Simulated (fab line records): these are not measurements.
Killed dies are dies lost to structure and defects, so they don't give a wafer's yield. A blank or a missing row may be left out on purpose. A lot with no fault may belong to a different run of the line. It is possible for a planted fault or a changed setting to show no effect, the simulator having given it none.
Problem report in the 8D (eight disciplines) form, filled by code -- flow n5-finfet -- the parts of the form that need people (team, actions taken, sign-off) are left out

## 1. THE ISSUE
Mean of bias-w at N5_PASSIVATION_ETCH_54: 197.5 W across 6 wafers in 2 lots; on wafers with no fault it is 169.9 W (standard deviation 0.48). Relative to the usual mean, that is a shift of +58 standard deviations.
The step: etches SiO2 in CHF3/O2, target depth 880 nm, time 440 s.
Earliest sighting: wafer L927.3 on rie-diel-03 at day 15 20:17. The record holds 30 wafers of 10 lots with a number at this step. The rule behind "out" and "out of limits": a value lying over 4 standard deviations away from the usual mean. The other wafers with a number count as sound.

## 2. WHAT IT IS, WHAT IT ISN'T
question,is,is not
which readings at this step,"bias-w, rf-vpp-V","drypump-motor-current-A, showerhead-plenum-p-Torr, throttle-valve-pct"
which lots,"L927, L929","L913, L915, L916, L923, L924, L925, L932, L934"
which wafers of those lots,all that have a number,-
read on which tools,rie-diel-03,"rie-diel-01, rie-diel-02"
when,from day 15 20:17,"up to then (18 sound wafers); but 6 sound wafers of L932, L934 came after"

## 3. THE SUSPECTS, EACH WITH WHAT RULES IT OUT
Counting: any tool at a process step up to the reading is kept as a suspect provided that every lot that is out went through it and no sound lot did after the first of them.
- rie-diel-01 at N5_MIM_BOT_ETCH_STRIP_01 (strips in O2): ruled out as a lasting fault. Sound lots L932, L934 ran on it after its first lot that is out, L927 (day 15 14:22).
- pecvd-04 at N5_PASSIVATION_PECVD_01 (deposits SiNx from SiH4/NH3/N2, target thk 200 nm, time 43.2 s): ruled out as a lasting fault. Sound lots L932 ran on it after its first lot that is out, L927 (day 15 14:55).
- rie-diel-03 at N5_PASSIVATION_ETCH_54 (etches SiO2 in CHF3/O2, target depth 880 nm, time 440 s): kept. It processed each lot that is out, first L927 at day 15 20:17, and no sound lot thereafter; up to then, the last sound lot it processed was L923 at day 14 18:36. Its own bias-w, rf-vpp-V readings are out on those wafers.
The count leaves rie-diel-03 at N5_PASSIVATION_ETCH_54.

## 4. THE CAUSE (what the simulator had put in)
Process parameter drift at N5_PASSIVATION_ETCH_54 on rie-diel-03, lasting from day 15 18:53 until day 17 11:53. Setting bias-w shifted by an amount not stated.
Only this tool survived the counting.

## 5. THE EFFECT CHAIN, in route order
Each row: a reading where the mean over the struck wafers with a number is more than 3 standard deviations away from the usual. Only readings for which the record gives a usual standard deviation are gone through. hours: the time from each lot's start at the first step in this table that gives one to its start at this step, as a median over the lots. sigmas: the change in usual standard deviations.
hours,step,reading,usual,on struck wafers,change,sigmas
0,N5_PASSIVATION_ETCH_54,bias-w,169.9 W,197.5,+27.6,+58
0,N5_PASSIVATION_ETCH_54,rf-vpp-V,522 V,595,+73,+12
Here are the process steps it includes:
- N5_PASSIVATION_ETCH_54: etches SiO2 in CHF3/O2, target depth 880 nm, time 440 s.
Later steps that measure or inspect, where all struck wafers having a row at the step show a number for every such reading and not one has moved that far: N5_PASSIVATION_INSPECT_57.

## 6. HOW IT WOULD HAVE BEEN CAUGHT EARLIER
In this record the first reading out of limits was taken at day 15 20:17, 1 hour after the fault began at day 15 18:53.
